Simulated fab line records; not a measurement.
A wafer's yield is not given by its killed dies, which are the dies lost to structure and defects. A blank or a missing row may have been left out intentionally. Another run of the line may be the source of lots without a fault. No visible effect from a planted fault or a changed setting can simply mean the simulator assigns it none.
fab line records	flow nand_harc
[record] lots = 13	wafers = 38	last_day = 32
route steps=1302 shown P_M1@305 P_M2@326 END@1302
lots that met no fault: from a run of the same line without faults
start_h: hours from the record's opening day to when the first of the lot's shown wafers began	wait_h: time in hours since the lot's previous step	" identical to the entry in the row above	L1.1+2: one row covering several wafers at once	- either no value or no given start	* or withheld: withheld	< > ~ a bound
route shown NAME@n: NAME is a module with steps in the file, n the number in the route of the first one	usual: mean/standard deviation taken from wafers without a fault	same: alike in all rows	chamber/n: place in a boat	sites: each site's reading	_std_site: the values' standard deviation	_edge_site: outer sites' mean less inner sites'	radius_mm: for every site, how far away it sits from the centre of the wafer	mask NAME#n: copy n	behind: the most recent tool/chamber to have shaped the wafer	hold: reason for holding the lot/hours on hold/outcome of the hold	device: which transistor (n, p or np) failed to switch	end of line: at the end of the route, the tests of the same wafers	step lacking rows: just its recipe	killed: dies lost to structure and defects at the first sort, not the wafer's yield	map: per-die view of a wafer (x killed, . not killed, _ where there is no die)
set.NAME: the setting as run; set.NAME@STEP: as run at that earlier step	model.NAME: the simulator's own value behind a step, which no gauge read
steps of the route over a sample of lots; a table a step, a row a wafer
services: when a tool's chamber went out of use (start_h, in hours from the record's first day, below 0 if earlier), for how many hours, and the reason
[[steps]]
[step NHARC_P_M1_DEGAS_29]
[recipe] temp_c = 250	time_s = 60
[usual] heater_power_w = 339/47
lot.wafer	tool	chamber	start_h	wait_h	heater_power_w
L230.4	pvd_sputter-03	-	139.81	-	367
L230.1	"	-	"	"	285
L230.5	"	-	"	"	419
L229.4	pvd_sputter-02	-	140.48	-	388
L229.3	"	-	"	"	342
L229.5	"	-	"	"	286
L231.3	pvd_sputter-03	-	152.10	-	376
L231.4	"	-	"	"	290
L231.1	"	-	"	"	416
L233.4	pvd_sputter-02	-	173.15	-	272
L233.1	"	-	"	"	342
L233.6	"	-	"	"	274
L234.2	pvd_sputter-01	-	179.93	-	317
L234.1	"	-	"	"	337
L234.6	"	-	"	"	315
L235.1	pvd_sputter-01	-	187.94	-	365
L235.4	"	-	"	"	320
L241.4	pvd_sputter-02	-	243.14	-	281
L241.1	"	-	"	"	269
L241.6	"	-	"	"	268
L244.2	pvd_sputter-01	-	271.71	-	322
L244.1	"	-	"	"	359
L244.6	"	-	"	"	313
L246.2	pvd_sputter-03	-	295.30	-	294
L246.1	"	-	"	"	425
L246.6	"	-	"	"	284
L247.2	pvd_sputter-03	-	305.58	-	287
L247.1	"	-	"	"	332
L247.6	"	-	"	"	290
L248.1	pvd_sputter-03	-	314.27	-	332
L248.6	"	-	"	"	335
L248.5	"	-	"	"	292
L249.4	pvd_sputter-02	-	333.21	-	283
L249.1	"	-	"	"	299
L249.6	"	-	"	"	347
L250.1	pvd_sputter-01	-	337.57	-	337
L250.3	"	-	"	"	327
L250.5	"	-	"	"	358
[step NHARC_P_M2_PEB_07]
[recipe] peb_temp_c = 100	peb_time_s = 65
lot.wafer	tool	chamber	start_h	wait_h
L230.1+4+5	litho_track-01	0	142.77	0.1
L229.3+4+5	litho_track-06	0	143.44	0.0
L231.1+3+4	litho_track-06	0	154.97	0.1
L233.1+4+6	litho_track-06	0	177.00	0.1
L234.1+2+6	litho_track-01	0	182.80	0.1
L235.1+4	litho_track-06	0	190.81	0.1
L241.1+4+6	litho_track-04	0	246.19	0.1
L244.1+2+6	litho_track-04	0	274.70	0.1
L246.1+2+6	litho_track-06	0	298.23	0.1
L247.1+2+6	litho_track-06	0	308.34	0.1
L248.1+5+6	litho_track-06	0	317.15	0.1
L249.1+4+6	litho_track-06	0	335.94	0.1
L250.1+3+5	litho_track-06	0	340.47	0.1
[step NHARC_P_M2_CD_MEAS_09]
[recipe] target_cd_nm = 170	landing_energy_ev = 500
[usual] cd_nm = 170.0/0.79
lot.wafer	tool	chamber	start_h	wait_h	cd_nm
L230.1	cd_sem-03	0	142.85	-	170.1
L230.4	"	0	"	"	169.0
L230.5	"	0	"	"	169.3
L229.3	cd_sem-01	0	143.53	-	171.3
L229.4	"	0	"	"	171.0
L229.5	"	0	"	"	170.6
L231.1	cd_sem-02	0	155.05	-	170.3
L231.3	"	0	"	"	171.1
L231.4	"	0	"	"	171.1
L233.1	cd_sem-01	0	177.08	-	178.2
L233.4	"	0	"	"	170.9
L233.6	"	0	"	"	170.8
L234.1	cd_sem-03	0	182.88	-	169.0
L234.2	"	0	"	"	169.4
L234.6	"	0	"	"	169.6
L235.1	cd_sem-03	0	190.89	-	178.9
L235.4	"	0	"	"	170.9
L241.1	cd_sem-02	0	246.27	-	169.5
L241.4	"	0	"	"	169.0
L241.6	"	0	"	"	168.9
L244.1	cd_sem-03	0	274.78	-	170.0
L244.2	"	0	"	"	170.4
L244.6	"	0	"	"	170.4
L246.1	cd_sem-03	0	298.31	-	169.2
L246.2	"	0	"	"	170.0
L246.6	"	0	"	"	170.0
L247.1	cd_sem-03	0	308.42	-	171.1
L247.2	"	0	"	"	170.5
L247.6	"	0	"	"	170.2
L248.1	cd_sem-01	0	317.22	-	170.6
L248.5	"	0	"	"	169.1
L248.6	"	0	"	"	170.9
L249.1	cd_sem-02	0	336.02	-	170.6
L249.4	"	0	"	"	170.9
L249.6	"	0	"	"	170.3
L250.1	cd_sem-03	0	340.54	-	170.9
L250.3	"	0	"	"	171.2
L250.5	"	0	"	"	170.1
[step NHARC_P_M2_INSPECT_11]
[usual] raw_defect_count = 4.9/2.9
lot.wafer	tool	chamber	start_h	wait_h	raw_defect_count
L230.1	defect_inspect-01	-	142.97	0.0	4
L230.4	"	-	"	"	1
L230.5	"	-	"	"	2
L229.3	defect_inspect-02	-	143.65	0.0	5
L229.4	"	-	"	"	7
L229.5	"	-	"	"	4
L231.1	defect_inspect-02	-	155.17	0.0	3
L231.3	"	-	"	"	3
L231.4	"	-	"	"	3
L233.1	defect_inspect-01	-	177.21	0.0	5
L233.4	"	-	"	"	4
L233.6	"	-	"	"	5
L234.1	defect_inspect-01	-	183.01	0.0	1
L234.2	"	-	"	"	3
L234.6	"	-	"	"	3
L235.1	defect_inspect-02	-	191.02	0.0	1
L235.4	"	-	"	"	5
L241.1	defect_inspect-01	-	246.40	0.0	8
L241.4	"	-	"	"	6
L241.6	"	-	"	"	6
L244.1	defect_inspect-02	-	274.90	0.0	5
L244.2	"	-	"	"	10
L244.6	"	-	"	"	9
L246.1	defect_inspect-01	-	298.44	0.0	2
L246.2	"	-	"	"	1
L246.6	"	-	"	"	4
L247.1	defect_inspect-02	-	308.54	0.0	5
L247.2	"	-	"	"	9
L247.6	"	-	"	"	7
L248.1	defect_inspect-01	-	317.35	0.0	1
L248.5	"	-	"	"	4
L248.6	"	-	"	"	4
L249.1	defect_inspect-01	-	336.14	0.0	8
L249.4	"	-	"	"	5
L249.6	"	-	"	"	11
L250.1	defect_inspect-02	-	340.67	0.0	9
L250.3	"	-	"	"	8
L250.5	"	-	"	"	8
[step NHARC_P_M2_ETCH_15]
[recipe] target_depth_a = 1825	time_s = 91.2	c4f8_flow_sccm = withheld	ar_flow_sccm = 400	rf_w = 600	bias_w = 300	chemistry = C4F8/Ar
[usual] oes_product_au = 0.943/0.024	rf_fwd_power_W = 596.0/2.1	rf_vpp_V = 442.1/2.7
lot.wafer	tool	chamber	start_h	wait_h	oes_product_au	rf_fwd_power_W	rf_hours_counter_h	rf_vpp_V
L230.4	rie_diel-10	0	-	-	0.984	598.9	2.9	444.8
L230.1	"	1	"	"	0.985	594.0	2.8	439.1
L230.5	"	0	"	"	0.988	597.0	-	443.7
L229.3	rie_diel-05	0	-	-	0.919	593.5	3.4	443.6
L229.4	"	1	"	"	0.903	595.8	4.5	443.3
L229.5	"	1	"	"	0.905	595.1	-	442.3
L231.1	rie_diel-02	2	-	-	0.949	596.1	4.6	444.4
L231.4	"	0	"	"	0.916	598.3	4.8	437.9
L231.3	"	1	"	"	0.938	595.3	5.0	438.9
L233.1	rie_diel-10	1	-	-	0.949	600.4	3.7	438.6
L233.4	"	2	"	"	0.933	596.7	3.5	444.9
L233.6	"	0	"	"	0.936	593.3	-	443.3
L234.1	rie_diel-05	3	-	-	0.925	596.5	6.4	441.4
L234.2	"	1	"	"	0.925	596.6	7.4	444.9
L234.6	"	0	"	"	0.931	593.1	-	444.8
L235.4	rie_diel-05	1	-	-	0.913	595.9	7.7	443.0
L235.1	"	0	"	"	0.917	593.8	6.9	443.2
L241.4	rie_diel-02	2	-	-	0.936	593.6	0.6	443.7
L241.1	"	3	"	"	0.910	596.4	0.7	438.5
L241.6	"	1	"	"	0.921	598.8	-	439.7
L244.1	rie_diel-02	3	-	-	0.923	593.9	2.5	438.1
L244.2	"	0	"	"	0.909	591.1	2.5	439.5
L244.6	"	1	"	"	0.914	594.9	-	438.2
L246.1	rie_diel-10	1	-	-	0.965	598.2	0.7	439.9
L246.2	"	2	"	"	0.961	594.3	1.4	444.3
L246.6	"	2	"	"	0.956	595.2	-	442.8
L247.1	rie_diel-10	1	-	-	0.982	593.5	0.8	438.6
L247.2	"	0	"	"	0.940	593.5	1.4	444.3
L247.6	"	1	"	"	0.977	596.9	-	439.3
L248.1	rie_diel-10	0	-	-	0.955	595.8	1.7	444.4
L248.6	"	1	"	"	0.988	597.6	-	440.1
L248.5	"	2	"	"	0.948	594.9	-	444.0
L249.4	rie_diel-10	2	-	-	0.957	594.2	2.6	445.8
L249.1	"	0	"	"	0.964	594.7	2.3	443.0
L249.6	"	3	"	"	0.959	595.9	-	438.2
L250.3	rie_diel-02	0	-	-	0.900	595.8	3.7	438.8
L250.1	"	1	"	"	0.912	597.0	3.6	436.7
L250.5	"	2	"	"	0.929	598.0	-	444.6
[step NHARC_END_SORT_01]
[recipe] temp_c = 25
[usual] defect_limited_yield = 90.6/2.5	killed_at_array = 59/17	killed_at_other = 0.9/1.6	killed_at_periphery = 3.7/2.3	killed_dies = 64/17	killed_open = 3.3/1.8	killed_short = 2.4/1.6
[same] gross_dies = 677
lot.wafer	tool	chamber	start_h	wait_h	defect_limited_yield[%]	killed_at_array	killed_at_other	killed_at_periphery	killed_dies	killed_open	killed_short
L229.3	prober-01	0	577.62	3.1	91.6	55	0	2	57	4	2
L229.4	prober-01	0	578.42	3.4	92.0	47	1	6	54	5	1
L229.5	prober-01	0	579.21	3.7	92.9	47	0	1	48	6	1
L230.1	prober-02	0	589.37	2.5	93.2	43	0	3	46	4	1
L230.4	prober-02	0	591.79	3.4	94.2	36	0	3	39	3	1
L230.5	prober-02	0	592.60	3.7	92.5	49	0	2	51	3	1
L231.1	prober-01	0	597.01	2.5	93.4	43	0	2	45	3	1
L231.3	prober-01	0	598.64	3.1	92.6	47	0	3	50	2	5
L231.4	prober-01	0	599.45	3.4	93.9	40	0	1	41	0	3
L233.1	prober-02	0	597.23	2.5	93.6	39	0	4	43	5	3
L233.4	prober-02	0	599.65	3.4	92.2	50	1	2	53	4	4
L233.6	prober-02	0	601.26	4.0	93.9	36	0	5	41	2	4
L234.1	prober-02	0	605.07	2.5	93.2	43	0	3	46	5	4
L234.2	prober-02	0	605.87	2.8	90.7	59	0	4	63	4	1
L234.6	prober-02	0	609.09	4.0	93.8	39	0	3	42	4	3
L235.1	prober-01	0	619.72	2.5	92.3	47	2	3	52	3	1
L235.4	prober-01	0	622.14	3.4	91.1	57	1	2	60	7	1
L241.1	prober-02	0	700.54	2.5	88.9	71	0	4	75	2	2
L241.4	prober-02	0	702.96	3.4	91.3	55	0	4	59	2	3
L241.6	prober-02	0	704.56	4.0	87.9	78	0	4	82	2	3
L244.1	prober-01	0	716.15	2.5	87.3	85	0	1	86	4	2
L244.2	prober-01	0	716.95	2.8	87.4	82	0	3	85	1	7
L244.6	prober-01	0	720.13	4.0	87.1	78	0	9	87	2	2
L247.1	prober-01	0	729.94	2.5	87.6	76	5	3	84	3	4
L247.2	prober-01	0	730.74	2.8	89.4	64	4	4	72	2	4
L247.6	prober-01	0	733.96	4.0	87.1	83	0	4	87	4	2
L246.1	prober-02	0	730.06	2.6	87.9	81	0	1	82	1	1
L246.2	prober-02	0	730.85	2.8	88.3	75	0	4	79	7	3
L246.6	prober-02	0	734.01	3.9	88.5	76	0	2	78	2	4
L248.1	prober-01	0	747.03	2.5	93.5	42	0	2	44	4	2
L248.5	prober-01	0	750.25	3.7	94.4	34	0	4	38	2	4
L248.6	prober-01	0	751.06	4.0	93.8	39	0	3	42	5	3
L250.1	prober-01	0	764.50	2.5	87.6	80	1	3	84	7	5
L250.3	prober-01	0	766.10	3.1	89.1	66	0	8	74	6	2
L250.5	prober-01	0	767.70	3.7	86.7	83	0	7	90	6	6
L249.1	prober-01	0	774.29	2.5	95.3	27	0	5	32	5	4
L249.4	prober-01	0	776.69	3.4	94.1	34	0	6	40	4	6
L249.6	prober-01	0	778.30	4.0	93.9	33	0	8	41	5	2
// killed by level:class
L229.3 A_CHANNEL_HOLE_D1:chamber_film_flake=21 A_CHANNEL_HOLE_D2:chamber_film_flake=19 A_CONTACT:chamber_film_flake=5 A_WL_FILL:chamber_film_flake=4 P_M0:geometric_particle:open=1 A_CHANNEL_FILL_D1:geometric_particle:short=1 A_CHANNEL_FILL_D1:geometric_particle:open=1 A_WL_FILL:geometric_particle:open=1
L229.4 A_CHANNEL_HOLE_D2:chamber_film_flake=20 A_CHANNEL_HOLE_D1:chamber_film_flake=17 P_M0:geometric_particle:open=3 P_ZERO_WELL:chamber_film_flake=3 A_CONTACT:chamber_film_flake=3 A_WL_FILL:chamber_film_flake=2 A_ONON_D1:geometric_particle:open=1 A_WL_FILL:geometric_particle:short=1
L229.5 A_CHANNEL_HOLE_D2:chamber_film_flake=18 A_CHANNEL_HOLE_D1:chamber_film_flake=17 A_CONTACT:chamber_film_flake=4 A_BLC:geometric_particle:open=2 A_M0:geometric_particle:open=2 A_DECK1_JOINT:geometric_particle:open=1 A_CHANNEL_FILL_D2:geometric_particle:short=1 A_WL_FILL:geometric_particle:open=1
L230.1 A_SLIT:chamber_film_flake=23 A_CHANNEL_HOLE_D2:chamber_film_flake=7 A_BONDPAD:chamber_film_flake=3 P_GATE:chamber_film_flake=2 A_BLC:chamber_film_flake=2 P_M2:geometric_particle:open=1 A_SOURCE_PLATE:geometric_particle:short=1 A_SGD_CUT:geometric_particle:open=1
L230.4 A_SLIT:chamber_film_flake=20 A_CHANNEL_HOLE_D2:chamber_film_flake=5 A_BLC:chamber_film_flake=4 A_CONTACT:chamber_film_flake=2 P_M0:geometric_particle:open=1 P_M2:geometric_particle:open=1 A_ONON_D1:geometric_particle:open=1 A_WL_FILL:geometric_particle:short=1
L230.5 A_SLIT:chamber_film_flake=25 A_CHANNEL_HOLE_D2:chamber_film_flake=8 A_BLC:chamber_film_flake=5 A_CHANNEL_HOLE_D1:chamber_film_flake=4 P_GATE:chamber_film_flake=2 A_BONDPAD:chamber_film_flake=2 A_CHANNEL_FILL_D2:geometric_particle:open=1 A_WL_FILL:geometric_particle:open=1
L231.1 A_SLIT:chamber_film_flake=23 A_CHANNEL_HOLE_D1:chamber_film_flake=6 A_DECK1_JOINT:chamber_film_flake=3 A_CONTACT:chamber_film_flake=3 A_CHANNEL_FILL_D1:chamber_film_flake=2 A_STAIRCASE:chamber_film_flake=2 P_CONTACT:geometric_particle:open=1 A_CHANNEL_FILL_D1:geometric_particle:short=1
L233.1 A_CHANNEL_HOLE_D2:chamber_film_flake=28 P_STI:chamber_film_flake=3 A_CHANNEL_HOLE_D1:chamber_film_flake=2 P_CONTACT:geometric_particle:short=1 A_SOURCE_PLATE:geometric_particle:open=1 A_DECK1_JOINT:geometric_particle:short=1 A_CHANNEL_HOLE_D2:geometric_particle:open=1 A_CHANNEL_FILL_D2:geometric_particle:open=1
L231.3 A_SLIT:chamber_film_flake=27 A_CHANNEL_HOLE_D2:chamber_film_flake=7 A_ONON_D1:geometric_particle:short=3 A_CHANNEL_FILL_D1:chamber_film_flake=3 A_CHANNEL_HOLE_D1:chamber_film_flake=2 A_CONTACT:chamber_film_flake=2 P_CONTACT:geometric_particle:short=1 P_M0:geometric_particle:short=1
L231.4 A_SLIT:chamber_film_flake=22 A_CHANNEL_HOLE_D2:chamber_film_flake=7 A_ZERO_WELL:chamber_film_flake=3 A_DECK1_JOINT:chamber_film_flake=2 A_CONTACT:chamber_film_flake=2 P_M1:geometric_particle:short=1 A_DECK1_JOINT:geometric_particle:short=1 A_BLC:geometric_particle:short=1
L233.4 A_CHANNEL_HOLE_D2:chamber_film_flake=32 A_CHANNEL_HOLE_D1:chamber_film_flake=6 A_SGD_CUT:geometric_particle:short=3 A_CONTACT:chamber_film_flake=3 A_STAIRCASE:chamber_film_flake=2 P_M2:geometric_particle:open=1 A_CHANNEL_FILL_D1:geometric_particle:open=1 A_WL_FILL:geometric_particle:short=1
L233.6 A_CHANNEL_HOLE_D2:chamber_film_flake=27 P_STI:chamber_film_flake=2 A_CHANNEL_HOLE_D1:chamber_film_flake=2 A_CONTACT:chamber_film_flake=2 P_GATE:geometric_particle:short=1 P_M0:geometric_particle:open=1 P_M1:geometric_particle:open=1 A_SOURCE_PLATE:geometric_particle:short=1
L234.1 A_CHANNEL_HOLE_D2:chamber_film_flake=27 A_SOURCE_PLATE:geometric_particle:short=2 A_DECK1_JOINT:geometric_particle:open=2 A_CHANNEL_HOLE_D1:chamber_film_flake=2 A_CONTACT:chamber_film_flake=2 P_M1:geometric_particle:open=1 P_M2:geometric_particle:open=1 A_CHANNEL_HOLE_D1:geometric_particle:short=1
L234.2 A_CHANNEL_HOLE_D2:chamber_film_flake=37 A_CHANNEL_HOLE_D1:chamber_film_flake=5 A_CONTACT:chamber_film_flake=4 A_WL_FILL:chamber_film_flake=3 A_M1:chamber_film_flake=3 P_ZERO_WELL:chamber_film_flake=2 A_CHANNEL_FILL_D2:chamber_film_flake=2 A_STAIRCASE:chamber_film_flake=2
L234.6 A_CHANNEL_HOLE_D2:chamber_film_flake=24 A_CHANNEL_HOLE_D1:chamber_film_flake=4 A_WL_FILL:geometric_particle:open=2 A_WL_FILL:chamber_film_flake=2 A_CONTACT:chamber_film_flake=2 P_CONTACT:geometric_particle:open=1 P_M2:geometric_particle:short=1 A_CHANNEL_FILL_D1:geometric_particle:short=1
L235.1 A_CHANNEL_HOLE_D1:chamber_film_flake=25 A_CHANNEL_HOLE_D2:chamber_film_flake=11 A_SLIT:chamber_film_flake=3 A_STAIRCASE:chamber_film_flake=2 A_CONTACT:chamber_film_flake=2 THIN_TSV:chamber_film_flake=2 P_STI:geometric_particle:open=1 P_M1:geometric_particle:open=1
L235.4 A_CHANNEL_HOLE_D1:chamber_film_flake=30 A_CHANNEL_HOLE_D2:chamber_film_flake=10 A_CONTACT:chamber_film_flake=4 A_ONON_D1:geometric_particle:open=3 A_CHANNEL_FILL_D2:chamber_film_flake=3 P_M1:chamber_film_flake=2 A_STAIRCASE:chamber_film_flake=2 A_DECK1_JOINT:geometric_particle:open=1
L241.1 A_SLIT:chamber_film_flake=33 A_CHANNEL_HOLE_D2:chamber_film_flake=17 A_CHANNEL_HOLE_D1:chamber_film_flake=9 A_CONTACT:chamber_film_flake=6 A_CHANNEL_FILL_D2:chamber_film_flake=2 P_CONTACT:geometric_particle:short=1 A_DECK1_JOINT:geometric_particle:open=1 A_CHANNEL_FILL_D2:geometric_particle:short=1
L241.4 A_SLIT:chamber_film_flake=27 A_CHANNEL_HOLE_D2:chamber_film_flake=13 A_CHANNEL_HOLE_D1:chamber_film_flake=5 A_CONTACT:chamber_film_flake=4 P_GATE:chamber_film_flake=3 A_DECK1_JOINT:chamber_film_flake=2 P_CONTACT:geometric_particle:short=1 A_ONON_D1:geometric_particle:open=1
L241.6 A_SLIT:chamber_film_flake=34 A_CHANNEL_HOLE_D2:chamber_film_flake=21 A_CHANNEL_HOLE_D1:chamber_film_flake=7 A_CONTACT:chamber_film_flake=5 A_STAIRCASE:chamber_film_flake=3 P_GATE:chamber_film_flake=2 A_DECK1_JOINT:chamber_film_flake=2 A_ONON_D1:geometric_particle:open=1
L244.1 A_CHANNEL_HOLE_D1:chamber_film_flake=42 A_CHANNEL_HOLE_D2:chamber_film_flake=19 A_STAIRCASE:chamber_film_flake=7 A_CONTACT:chamber_film_flake=6 A_SLIT:chamber_film_flake=3 A_M0:geometric_particle:open=2 A_WL_FILL:chamber_film_flake=2 A_ONON_D1:geometric_particle:open=1
L244.2 A_CHANNEL_HOLE_D2:chamber_film_flake=23 A_CHANNEL_HOLE_D1:chamber_film_flake=21 A_STAIRCASE:chamber_film_flake=16 A_CONTACT:chamber_film_flake=7 P_GATE:chamber_film_flake=3 A_SLIT:chamber_film_flake=3 A_WL_FILL:geometric_particle:short=2 A_DECK1_JOINT:chamber_film_flake=2
L244.6 A_CHANNEL_HOLE_D1:chamber_film_flake=34 A_CHANNEL_HOLE_D2:chamber_film_flake=21 A_CONTACT:chamber_film_flake=7 A_STAIRCASE:chamber_film_flake=6 P_GATE:chamber_film_flake=4 P_STI:chamber_film_flake=3 A_ZERO_WELL:chamber_film_flake=3 A_SLIT:chamber_film_flake=3
L247.1 A_CHANNEL_HOLE_D1:chamber_film_flake=32 A_CHANNEL_HOLE_D2:chamber_film_flake=25 A_CONTACT:chamber_film_flake=7 THIN_TSV:chamber_film_flake=5 A_SLIT:chamber_film_flake=2 A_DECK1_JOINT:chamber_film_flake=2 P_M0:geometric_particle:short=1 A_DECK1_JOINT:geometric_particle:short=1
L246.1 A_SLIT:chamber_film_flake=39 A_CHANNEL_HOLE_D1:chamber_film_flake=30 A_CONTACT:chamber_film_flake=5 A_SGD_CUT:chamber_film_flake=4 A_DECK1_JOINT:geometric_particle:short=1 A_WL_FILL:geometric_particle:open=1 P_M0:chamber_film_flake=1 A_WL_FILL:chamber_film_flake=1
L247.2 A_CHANNEL_HOLE_D1:chamber_film_flake=22 A_CHANNEL_HOLE_D2:chamber_film_flake=20 A_CONTACT:chamber_film_flake=10 THIN_TSV:chamber_film_flake=4 A_DECK1_JOINT:geometric_particle:short=2 P_M1:chamber_film_flake=2 A_SLIT:chamber_film_flake=2 A_CHANNEL_FILL_D2:chamber_film_flake=2
L246.2 A_SLIT:chamber_film_flake=38 A_CHANNEL_HOLE_D1:chamber_film_flake=22 A_CONTACT:chamber_film_flake=6 P_CONTACT:geometric_particle:open=3 A_SGD_CUT:chamber_film_flake=3 P_STI:geometric_particle:short=1 A_ONON_D1:geometric_particle:open=1 A_CHANNEL_FILL_D2:geometric_particle:short=1
L247.6 A_CHANNEL_HOLE_D1:chamber_film_flake=38 A_CHANNEL_HOLE_D2:chamber_film_flake=21 A_CONTACT:chamber_film_flake=16 A_SLIT:chamber_film_flake=3 P_M1:chamber_film_flake=2 P_CONTACT:geometric_particle:short=1 A_ONON_D2:geometric_particle:open=1 A_CHANNEL_FILL_D2:geometric_particle:open=1
L246.6 A_SLIT:chamber_film_flake=37 A_CHANNEL_HOLE_D1:chamber_film_flake=27 P_STI:chamber_film_flake=2 A_SGD_CUT:chamber_film_flake=2 A_CONTACT:chamber_film_flake=2 A_ONON_D1:geometric_particle:open=1 A_CHANNEL_FILL_D1:geometric_particle:open=1 A_CHANNEL_FILL_D1:geometric_particle:short=1
L248.1 A_CHANNEL_HOLE_D1:chamber_film_flake=32 A_SLIT:chamber_film_flake=2 P_M0:geometric_particle:short=1 P_M1:geometric_particle:open=1 A_CHANNEL_FILL_D1:geometric_particle:open=1 A_CHANNEL_HOLE_D2:geometric_particle:short=1 A_CHANNEL_FILL_D2:geometric_particle:open=1 A_SLIT:geometric_particle:open=1
L248.5 A_CHANNEL_HOLE_D1:chamber_film_flake=25 A_CHANNEL_FILL_D1:geometric_particle:short=3 A_SLIT:chamber_film_flake=3 P_M1:chamber_film_flake=2 P_M0:geometric_particle:open=1 A_CONTACT:geometric_particle:open=1 A_M0:geometric_particle:short=1 P_ZERO_WELL:chamber_film_flake=1
L248.6 A_CHANNEL_HOLE_D1:chamber_film_flake=28 A_CONTACT:chamber_film_flake=2 P_CONTACT:geometric_particle:short=1 A_SOURCE_PLATE:geometric_particle:open=1 A_CHANNEL_FILL_D1:geometric_particle:short=1 A_DECK1_JOINT:chamber_film_flake=1 A_DECK1_JOINT:geometric_particle:open=1 A_CHANNEL_HOLE_D2:geometric_particle:short=1
L250.1 A_SLIT:chamber_film_flake=25 A_CONTACT:chamber_film_flake=15 A_CHANNEL_HOLE_D2:chamber_film_flake=14 A_CHANNEL_HOLE_D1:chamber_film_flake=10 P_CONTACT:geometric_particle:open=2 A_WL_FILL:geometric_particle:short=2 A_STAIRCASE:chamber_film_flake=2 A_WL_FILL:chamber_film_flake=2
L250.3 A_SLIT:chamber_film_flake=22 A_CHANNEL_HOLE_D2:chamber_film_flake=14 A_CONTACT:chamber_film_flake=12 A_CHANNEL_HOLE_D1:chamber_film_flake=11 P_M0:geometric_particle:open=2 A_ONON_D1:geometric_particle:open=2 P_STI:chamber_film_flake=2 P_CONTACT:geometric_particle:short=1
L250.5 A_CHANNEL_HOLE_D2:chamber_film_flake=27 A_SLIT:chamber_film_flake=20 A_CHANNEL_HOLE_D1:chamber_film_flake=14 A_CONTACT:chamber_film_flake=12 A_CONTACT:geometric_particle:open=2 P_GATE:chamber_film_flake=2 P_STI:geometric_particle:open=1 P_CONTACT:geometric_particle:open=1
L249.1 A_CHANNEL_HOLE_D1:chamber_film_flake=12 P_M1:chamber_film_flake=3 A_SLIT:chamber_film_flake=3 A_BLC:geometric_particle:open=2 A_CHANNEL_HOLE_D2:chamber_film_flake=2 P_M0:geometric_particle:open=1 A_ONON_D1:geometric_particle:short=1 A_DECK1_JOINT:geometric_particle:open=1
L249.4 A_CHANNEL_HOLE_D1:chamber_film_flake=12 A_SLIT:chamber_film_flake=7 P_M1:chamber_film_flake=3 A_STAIRCASE:chamber_film_flake=2 A_WL_FILL:chamber_film_flake=2 P_GATE:geometric_particle:open=1 P_M1:geometric_particle:short=1 A_ONON_D1:geometric_particle:short=1
L249.6 A_CHANNEL_HOLE_D1:chamber_film_flake=11 A_SLIT:chamber_film_flake=11 P_M1:chamber_film_flake=4 A_CHANNEL_FILL_D1:geometric_particle:open=2 P_GATE:chamber_film_flake=2 A_CHANNEL_HOLE_D2:chamber_film_flake=2 P_BONDPAD:geometric_particle:open=1 A_SOURCE_PLATE:geometric_particle:short=1
[[services]]
tool	chamber	start_h	hours	kind
rie_diel-02	3	116.79	6.4	repair
rie_diel-02	2	127.81	2.6	repair
pvd_sputter-03	-	156.73	7.7	repair
pvd_sputter-01	-	158.63	3.7	repair
pvd_sputter-02	-	159.49	12.2	repair
pvd_sputter-03	-	170.04	10.0	pm
rie_diel-10	2	178.31	1.4	repair
litho_track-06	-	179.00	7.0	pm
rie_diel-05	3	192.28	6.1	repair
rie_diel-10	3	195.13	11.9	repair
pvd_sputter-01	-	196.05	4.5	repair
rie_diel-10	1	208.73	7.4	repair
pvd_sputter-01	-	210.28	1.8	repair
rie_diel-02	-	216.72	9.0	pm
pvd_sputter-03	-	221.01	27.1	repair
rie_diel-05	-	230.04	9.0	pm
pvd_sputter-01	-	230.13	3.5	repair
rie_diel-10	-	242.50	9.0	pm
rie_diel-10	1	282.43	12.4	repair
pvd_sputter-02	-	286.08	10.0	pm
rie_diel-02	-	290.20	1.4	repair
rie_diel-10	3	296.05	4.8	repair
pvd_sputter-03	-	325.70	3.4	repair
rie_diel-10	2	326.59	4.0	repair
[[key]]
[first_sign] step = NHARC_P_M2_CD_MEAS_09	reading = cd_nm	direction = up	sigmas = 11	usual = 170.0	struck = 178.6
effect none on later readings
met_at NHARC_P_M2_PEB_07
struck_lots L233,L235
struck_wafers L233.1,L235.1
not_acting_at NHARC_P_M1_DEGAS_29,NHARC_P_M2_INSPECT_11,NHARC_P_M2_ETCH_15
onset_between 154.97 177.00
[fault] kind = process_parameter_drift	tool = litho_track-06	chamber = -	onset_h = 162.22	steps = NHARC_P_M2_PEB_07	channel = peb_time_s	offset = *	shape = step	end_h = 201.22	scope = struck_wafers_only	acts_in = *	stated = *
